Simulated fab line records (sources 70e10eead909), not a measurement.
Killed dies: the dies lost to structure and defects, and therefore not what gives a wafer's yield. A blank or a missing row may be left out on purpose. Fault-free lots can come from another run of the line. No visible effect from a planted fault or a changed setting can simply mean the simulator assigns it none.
fab line records	flow nandHarc
[record] lots = 11	wafers = 33	lastDay = 34
route steps=1302 shown A_M0@1149 A_M1@1177 END@1302
lots that met no fault: taken from a fault-free run of the same line
startH: the number of hours between the record's first day and the start of the first shown wafer of the lot	waitH: hours since the lot's step before	" repeats the value in the row above	L1.1+2: a single row standing in for several wafers	- value missing, or start not given	* or withheld: withheld	< > ~ a bound
route shown NAME@n: a module of which the file shows steps, and the number in the route of the first	usual: mean/standard deviation taken from wafers without a fault	same: alike in all rows	chamber/n: place in a boat	sites: per-site readings	_std_site: standard deviation across them	_edge_site: mean of outer sites minus mean of inner sites	radiusMm: how far each site lies from the wafer's centre	mask NAME#n: copy n	behind: the last tool/chamber to shape the wafer	hold: why the lot went on hold/how many hours it stayed there/how the hold came to an end	device: the n, p or np transistor that did not switch	end of line: tests of these same wafers at the route's end	a step with no rows: only its recipe	killed: dies lost to structure and defects at the first sort, not the wafer's yield	map: the dies of a wafer, with x for killed, . for not killed, _ for no die there
set.NAME: the setting the step ran with; set.NAME@STEP: the setting that earlier step ran with	model.NAME: the simulator's own value behind a step, which no gauge read
the route's steps for a sample of lots (tables are steps, rows are wafers)
services: when a tool's chamber went out of use (startH, in hours from the record's first day, below 0 if earlier), for how many hours, and the reason
[[steps]]
[step NHARC_A_M0_INSPECT_11]
[usual] rawDefectCount = 91/36
lot.wafer	tool	chamber	startH	waitH	rawDefectCount
L992.4	defectInspect-01	-	519.30	0.0	170
L992.5	"	-	"	"	151
L992.6	"	-	"	"	148
L993.1	defectInspect-01	-	534.31	0.0	98
L993.5	"	-	"	"	100
L993.6	"	-	"	"	97
L995.1	defectInspect-01	-	551.01	0.0	25
L995.4	"	-	"	"	16
L995.6	"	-	"	"	28
L997.1	defectInspect-01	-	552.64	0.0	103
L997.3	"	-	"	"	113
L997.5	"	-	"	"	102
L999.1	defectInspect-01	-	565.61	0.0	81
L999.3	"	-	"	"	85
L999.5	"	-	"	"	87
L100.2	defectInspect-02	-	604.47	0.0	115
L100.4	"	-	"	"	81
L100.5	"	-	"	"	111
L103.3	defectInspect-01	-	617.82	0.0	157
L103.5	"	-	"	"	140
L103.6	"	-	"	"	129
L107.1	defectInspect-01	-	676.47	0.0	79
L107.3	"	-	"	"	91
L107.5	"	-	"	"	76
L110.2	defectInspect-02	-	691.12	0.0	90
L110.3	"	-	"	"	132
L110.4	"	-	"	"	126
L113.1	defectInspect-02	-	717.26	0.0	98
L113.3	"	-	"	"	82
L113.6	"	-	"	"	89
L115.1	defectInspect-02	-	775.25	0.0	100
L115.2	"	-	"	"	92
L115.3	"	-	"	"	95
[step NHARC_A_M0_ETCH_34]
[recipe] targetDepthA = 400	overetchA = 120	timeS = 43.94	ionEnergyEv = 200	n2FlowSccm = 150	h2FlowSccm = 150	arFlowSccm = 0	rfW = 400	biasW = 150	chemistry = N2/H2
[usual] drypumpMotorCurrentA = 5.7/0.4	mfcArSccm = 0.008/0.0098	oesProductAu = 0.999/0.011	rfVppV = 429.7/2.7	showerheadPlenumPTorr = 2.01/0.095	throttleValvePct = 14.172/0.0093
lot.wafer	tool	chamber	startH	waitH	drypumpMotorCurrentA	mfcArSccm	oesProductAu	rfHoursCounterH	rfVppV	showerheadPlenumPTorr	throttleValvePct
L992.4	rieDiel-06	1	519.45	0.1	5.0	0.024	1.008	0.9	430.5	2.07	14.180
L992.5	"	0	"	"	6.1	0.026	0.996	-	428.9	2.01	14.169
L992.6	"	1	"	"	5.0	0.024	1.005	-	430.2	2.07	14.177
L993.1	rieDiel-12	2	534.47	0.1	6.0	0	1.005	2.5	432.0	2.10	14.189
L993.5	"	1	"	"	5.2	0.016	0.981	-	434.7	2.18	14.164
L993.6	"	2	"	"	6.0	0	1.013	-	432.2	2.10	14.163
L995.4	rieDiel-12	0	551.16	0.1	5.7	0.004	0.994	2.8	426.8	1.90	14.171
L995.1	"	2	"	"	6.0	0	1.003	3.4	432.0	2.10	14.169
L995.6	"	3	"	"	6.0	0	0.977	-	426.7	1.93	14.160
L997.1	rieDiel-12	0	552.79	0.1	5.7	0.004	0.999	2.9	425.6	1.90	14.169
L997.3	"	2	"	"	6.0	0	1.011	3.5	431.8	2.10	14.167
L997.5	"	0	"	"	5.6	0.004	1.006	-	427.1	1.90	14.163
L999.3	rieDiel-11	1	565.76	0.1	5.6	0.005	0.981	8.6	428.9	2.04	14.170
L999.1	"	2	"	"	6.3	0	1.002	7.8	428.6	1.96	14.170
L999.5	"	1	"	"	5.6	0.005	0.992	-	430.0	2.03	14.166
L100.4	rieDiel-11	3	604.62	0.1	4.9	0.022	1.001	10.2	426.7	1.93	14.166
L100.2	"	0	"	"	5.9	0.005	1.005	11.1	427.4	1.92	14.161
L100.5	"	3	"	"	4.9	0.022	0.992	-	427.7	1.93	14.180
L103.3	rieDiel-12	1	617.97	0.1	5.2	0.016	1.003	6.6	434.1	2.18	14.171
L103.5	"	0	"	"	5.7	0.004	1.011	-	426.5	1.90	14.161
L103.6	"	1	"	"	5.2	0.016	0.999	-	434.7	2.18	14.186
L107.3	rieDiel-06	3	676.62	0.1	5.8	0	1.004	0.1	431.2	2.09	14.176
L107.1	"	0	"	"	6.1	0.026	0.989	0.1	430.5	2.01	14.193
L107.5	"	0	"	"	6.1	0.026	0.986	-	429.4	2.01	14.185
L110.3	rieDiel-12	1	691.26	0.1	5.3	0.016	0.985	3.3	434.9	2.18	14.178
L110.4	"	2	"	"	6.0	0	1.005	3.0	432.0	2.10	14.161
L110.2	"	0	"	"	5.7	0.004	1.009	3.0	426.2	1.90	14.181
L113.3	rieDiel-06	0	717.41	0.1	6.1	0.026	0.987	2.9	429.6	2.01	14.175
L113.1	"	1	"	"	5.0	0.024	1.006	2.6	429.7	2.06	14.176
L113.6	"	0	"	"	6.1	0.026	0.981	-	429.1	2.01	14.175
L115.1	rieDiel-12	2	775.49	0.1	6.0	0	1.004	6.1	432.3	2.10	14.168
L115.3	"	0	"	"	5.7	0.004	1.018	6.0	427.2	1.90	14.158
L115.2	"	1	"	"	5.3	0.016	0.978	6.9	435.6	2.18	14.200
[step NHARC_A_M1_PEB_07]
[recipe] pebTempC = 100	pebTimeS = 65
[usual] chillPlateTempC = 23.01/0.1	heaterPowerTotalW = 156.7/0.4	plateTempC = 99.99/0.14	resistLineTempC = 22.98/0.11
lot.wafer	tool	chamber	startH	waitH	chillPlateTempC	heaterPowerTotalW	plateTempC	resistLineTempC
L992.4	lithoTrack-01	0	523.16	0.0	22.91	156.9	99.92	23.09
L992.5	"	0	"	"	22.87	157.1	100.03	23.05
L992.6	"	0	"	"	22.98	157.0	99.87	23.02
L993.1	lithoTrack-01	0	538.13	0.1	23.07	156.6	100.14	23.10
L993.5	"	0	"	"	22.97	156.0	100.05	22.94
L993.6	"	0	"	"	23.09	157.0	100.02	23.05
L995.1	lithoTrack-06	0	554.89	0.1	23.00	156.2	100.00	23.14
L995.4	"	0	"	"	22.93	156.5	100.01	23.02
L995.6	"	0	"	"	22.99	156.9	99.90	23.10
L997.1	lithoTrack-01	0	556.41	0.1	23.12	156.5	100.09	23.09
L997.3	"	0	"	"	23.04	156.4	100.08	23.05
L997.5	"	0	"	"	22.99	157.2	99.97	23.24
L999.1	lithoTrack-06	0	569.68	0.1	23.03	156.9	100.07	22.84
L999.3	"	0	"	"	23.04	156.2	100.02	22.80
L999.5	"	0	"	"	23.13	157.1	99.95	22.88
L100.2	lithoTrack-01	0	608.32	0.1	22.96	156.7	100.07	22.93
L100.4	"	0	"	"	22.81	156.0	100.03	23.13
L100.5	"	0	"	"	22.93	157.0	100.06	22.87
L103.3	lithoTrack-01	0	621.67	0.0	23.08	157.1	100.01	22.97
L103.5	"	0	"	"	23.04	156.1	99.96	22.94
L103.6	"	0	"	"	23.12	156.5	99.73	22.97
L107.1	lithoTrack-06	0	680.48	0.1	22.93	148.5	96.46	23.04
L107.3	"	0	"	"	23.03	149.0	96.31	23.04
L107.5	"	0	"	"	22.82	149.0	96.31	23.07
L110.2	lithoTrack-06	0	694.86	0.1	22.99	149.5	96.10	22.94
L110.3	"	0	"	"	23.12	148.9	96.44	23.10
L110.4	"	0	"	"	22.84	149.1	96.38	22.84
L113.1	lithoTrack-04	0	721.18	0.1	22.99	157.0	100.03	23.14
L113.3	"	0	"	"	22.91	156.4	100.16	23.00
L113.6	"	0	"	"	22.97	156.1	100.06	23.12
L115.1	lithoTrack-06	0	779.06	0.1	23.21	156.7	99.87	23.02
L115.2	"	0	"	"	23.17	156.9	99.89	23.04
L115.3	"	0	"	"	23.09	157.1	99.70	22.88
[step NHARC_A_M1_CD_MEAS_09]
[recipe] targetCdNm = 120	landingEnergyEv = 500
[usual] cdNm = 120.0/0.63
lot.wafer	tool	chamber	startH	waitH	hold	cdNm
L992.4	cdSem-01	0	523.24	-	-	120.4
L992.5	"	0	"	"	-	120.5
L992.6	"	0	"	"	-	120.9
L993.1	cdSem-01	0	538.21	-	-	120.2
L993.5	"	0	"	"	-	120.2
L993.6	"	0	"	"	-	120.2
L995.1	cdSem-02	0	554.97	-	-	120.8
L995.4	"	0	"	"	-	120.5
L995.6	"	0	"	"	-	120.5
L997.1	cdSem-03	0	556.49	-	-	120.6
L997.3	"	0	"	"	-	120.2
L997.5	"	0	"	"	-	120.5
L999.1	cdSem-01	0	569.76	-	-	119.4
L999.3	"	0	"	"	-	119.8
L999.5	"	0	"	"	-	119.9
L100.2	cdSem-02	0	608.40	-	-	120.5
L100.4	"	0	"	"	-	121.0
L100.5	"	0	"	"	-	120.4
L103.3	cdSem-03	0	621.75	-	-	120.3
L103.5	"	0	"	"	-	120.2
L103.6	"	0	"	"	-	120.1
L107.1	cdSem-03	0	680.56	-	awaitDispo/0.2h/release	105.4
L107.3	"	0	"	"	awaitDispo/0.2h/release	105.7
L107.5	"	0	"	"	awaitDispo/0.2h/release	105.9
L107.1	cdSem-03	0	-	-	-	105.8
L107.3	"	0	"	"	-	105.8
L107.5	"	0	"	"	-	106.1
L110.2	cdSem-01	0	694.94	-	awaitDispo/0.2h/release	108.9
L110.3	"	0	"	"	awaitDispo/0.2h/release	109.4
L110.4	"	0	"	"	awaitDispo/0.2h/release	109.2
L110.2	cdSem-01	0	-	-	-	108.9
L110.3	"	0	"	"	-	109.6
L110.4	"	0	"	"	-	108.7
L113.1	cdSem-02	0	721.26	-	-	119.9
L113.3	"	0	"	"	-	119.0
L113.6	"	0	"	"	-	118.7
L115.1	cdSem-01	0	779.14	-	-	119.8
L115.2	"	0	"	"	-	120.1
L115.3	"	0	"	"	-	119.8
[step NHARC_A_M1_INSPECT_11]
[usual] rawDefectCount = 91/36
lot.wafer	tool	chamber	startH	waitH	rawDefectCount
L992.4	defectInspect-02	-	523.36	0.0	159
L992.5	"	-	"	"	150
L992.6	"	-	"	"	150
L993.1	defectInspect-01	-	538.33	0.0	96
L993.5	"	-	"	"	93
L993.6	"	-	"	"	87
L995.1	defectInspect-01	-	555.10	0.0	22
L995.4	"	-	"	"	17
L995.6	"	-	"	"	25
L997.1	defectInspect-01	-	556.61	0.0	102
L997.3	"	-	"	"	119
L997.5	"	-	"	"	107
L999.1	defectInspect-01	-	569.88	0.0	79
L999.3	"	-	"	"	87
L999.5	"	-	"	"	89
L100.2	defectInspect-01	-	608.52	0.0	120
L100.4	"	-	"	"	82
L100.5	"	-	"	"	109
L103.3	defectInspect-01	-	621.87	0.0	159
L103.5	"	-	"	"	135
L103.6	"	-	"	"	127
L107.1	defectInspect-02	-	684.54	0.0	78
L107.3	"	-	"	"	98
L107.5	"	-	"	"	80
L110.2	defectInspect-01	-	699.84	0.0	89
L110.3	"	-	"	"	136
L110.4	"	-	"	"	128
L113.1	defectInspect-01	-	721.39	0.0	97
L113.3	"	-	"	"	90
L113.6	"	-	"	"	90
L115.1	defectInspect-02	-	779.26	0.0	103
L115.2	"	-	"	"	86
L115.3	"	-	"	"	96
[step NHARC_END_SORT_01]
[recipe] tempC = 25
[usual] defectLimitedYield = 91.6/2.8	killedAtArray = 52/18	killedAtOther = 0.6/0.83	killedAtPeriphery = 4.3/2.8	killedDies = 57/19	killedOpen = 3.4/2	killedShort = 2.5/1.7	sort_bin_2_pct = 3.0/1.1	sort_bin_3_pct = 0.6/0.41	sort_bin_4_pct = 4.7/1.6	sortNPass = 620/19	sortRimYieldPct = 91/3.7	sortYieldPct = 91.6/2.8
[same] grossDies = 677	sort_bin_5_pct[%] = 0	sort_bin_6_pct[%] = 0	sort_bin_7_pct[%] = 0	sort_bin_8_pct[%] = 0	sortRimNGross = 106.00
lot.wafer	tool	chamber	startH	waitH	defectLimitedYield[%]	killedAtArray	killedAtOther	killedAtPeriphery	killedDies	killedOpen	killedShort	sort_bin_2_pct[%]	sort_bin_3_pct[%]	sort_bin_4_pct[%]	sortNPass	sortRimYieldPct[%]	sortYieldPct[%]
L107.1	prober-02	0	734.06	2.5	92.8	46	0	3	49	2	2	3.8	0.4	3.0	628	93	92.8
L107.3	prober-02	0	735.69	3.1	90.0	61	1	6	68	5	3	5.2	0.1	4.7	609	86	90.0
L107.5	prober-02	0	737.31	3.8	91.1	56	1	3	60	4	1	5.0	0.4	3.4	617	91	91.1
L110.2	prober-01	0	734.28	2.8	88.6	68	0	9	77	8	2	5.6	0.7	5.0	600	91	88.6
L110.3	prober-01	0	735.10	3.1	87.6	74	1	9	84	4	0	4.3	0.6	7.5	593	89	87.6
L110.4	prober-01	0	735.91	3.5	88.9	70	0	5	75	4	0	3.8	0.9	6.4	602	91	88.9
// killed by level:class
L107.1 A_SLIT:chamberFilmFlake=20 A_M1:areaPeb=14 A_M0:chamberFilmFlake=4 A_CONTACT:chamberFilmFlake=3 A_WL_FILL:chamberFilmFlake=2 P_CONTACT:geometricParticle:open=1 P_M0:geometricParticle:open=1 A_WL_FILL:geometricParticle:short=1
L110.2 A_CHANNEL_HOLE_D1:chamberFilmFlake=27 A_SLIT:chamberFilmFlake=17 A_CONTACT:chamberFilmFlake=6 A_STAIRCASE:chamberFilmFlake=5 A_M1:areaPeb=5 P_ZERO_WELL:chamberFilmFlake=3 P_CONTACT:chamberFilmFlake=2 P_CONTACT:geometricParticle:open=1
L110.3 A_CHANNEL_HOLE_D1:chamberFilmFlake=35 A_SLIT:chamberFilmFlake=18 A_STAIRCASE:chamberFilmFlake=11 P_CONTACT:chamberFilmFlake=6 A_WL_FILL:chamberFilmFlake=3 P_GATE:geometricParticle:open=2 A_CONTACT:chamberFilmFlake=2 A_M1:areaPeb=2
L107.3 A_SLIT:chamberFilmFlake=19 A_M1:areaPeb=19 A_CHANNEL_HOLE_D1:chamberFilmFlake=6 A_CONTACT:chamberFilmFlake=4 P_ZERO_WELL:chamberFilmFlake=3 A_M0:geometricParticle:open=2 A_CHANNEL_FILL_D2:chamberFilmFlake=2 A_WL_FILL:chamberFilmFlake=2
L110.4 A_CHANNEL_HOLE_D1:chamberFilmFlake=31 A_SLIT:chamberFilmFlake=22 A_STAIRCASE:chamberFilmFlake=10 A_CONTACT:chamberFilmFlake=5 P_M0:geometricParticle:open=2 P_CONTACT:geometricParticle:open=1 A_ONON_D2:geometricParticle:open=1 P_ZERO_WELL:chamberFilmFlake=1
L107.5 A_M1:areaPeb=23 A_SLIT:chamberFilmFlake=14 A_CONTACT:chamberFilmFlake=7 A_CHANNEL_HOLE_D1:chamberFilmFlake=3 A_CHANNEL_FILL_D2:chamberFilmFlake=3 A_CHANNEL_FILL_D2:geometricParticle:open=2 P_M0:geometricParticle:open=1 A_ONON_D1:geometricParticle:short=1
[[services]]
tool	chamber	startH	hours	kind
rieDiel-12	0	503.40	-	clean
rieDiel-12	1	503.40	-	clean
rieDiel-12	2	503.40	-	clean
rieDiel-12	3	503.40	-	clean
lithoTrack-01	-	505.00	7.0	pm
lithoTrack-06	-	529.00	7.0	pm
lithoTrack-04	-	553.00	7.0	pm
rieDiel-06	3	564.28	5.0	repair
rieDiel-11	1	607.60	2.4	repair
rieDiel-11	-	609.50	9.0	pm
rieDiel-12	-	622.40	9.0	pm
rieDiel-11	2	637.09	4.7	repair
rieDiel-06	3	651.42	7.2	repair
rieDiel-06	0	655.70	10.1	repair
rieDiel-06	-	661.96	9.0	pm
lithoTrack-01	-	680.00	7.0	pm
rieDiel-12	0	692.26	21.1	repair
lithoTrack-06	-	704.00	7.0	pm
rieDiel-06	-	723.69	3.7	repair
lithoTrack-04	-	728.00	7.0	pm
rieDiel-12	0	739.12	6.1	repair
rieDiel-06	3	740.70	5.8	repair
rieDiel-11	1	750.78	4.1	repair
rieDiel-11	2	758.16	9.0	repair
[[key]]
[firstSign] step = NHARC_A_M1_PEB_07	reading = plateTempC	direction = down	sigmas = 25	usual = *	struck = *
[effect] step = NHARC_A_M1_PEB_07	reading = heaterPowerTotalW	direction = down	sigmas = 19	usual = *	struck = *
[effect] step = NHARC_A_M1_CD_MEAS_09	reading = visit	direction = added	through = controlLoop
[effect] step = NHARC_A_M1_CD_MEAS_09	reading = cdNm	direction = down	sigmas = 20	usual = 120.0	struck = 107.4	through = controlLoop
[effect] step = NHARC_END_SORT_01	reading = sort_bin_2_pct	direction = up	sigmas = 1.4	usual = 3.0	struck = 4.6	wafersMoved = 2
metAt NHARC_A_M1_PEB_07
struckLots L107,L110
[loopTrim] step = NHARC_A_M1_EXPOSE_06	setting = dose	lots = L110
notActingAt NHARC_A_M0_INSPECT_11,NHARC_A_M0_ETCH_34,NHARC_A_M1_INSPECT_11
onsetBetween 569.68 680.48
[fault] kind = processParameterDrift	tool = lithoTrack-06	chamber = -	onsetH = 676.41	steps = NHARC_A_M1_PEB_07	channel = pebTempC	offset = *	shape = step	endH = 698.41	actsIn = *	stated = *
// loopTrim: a control loop set the setting to another value than it would have without faults
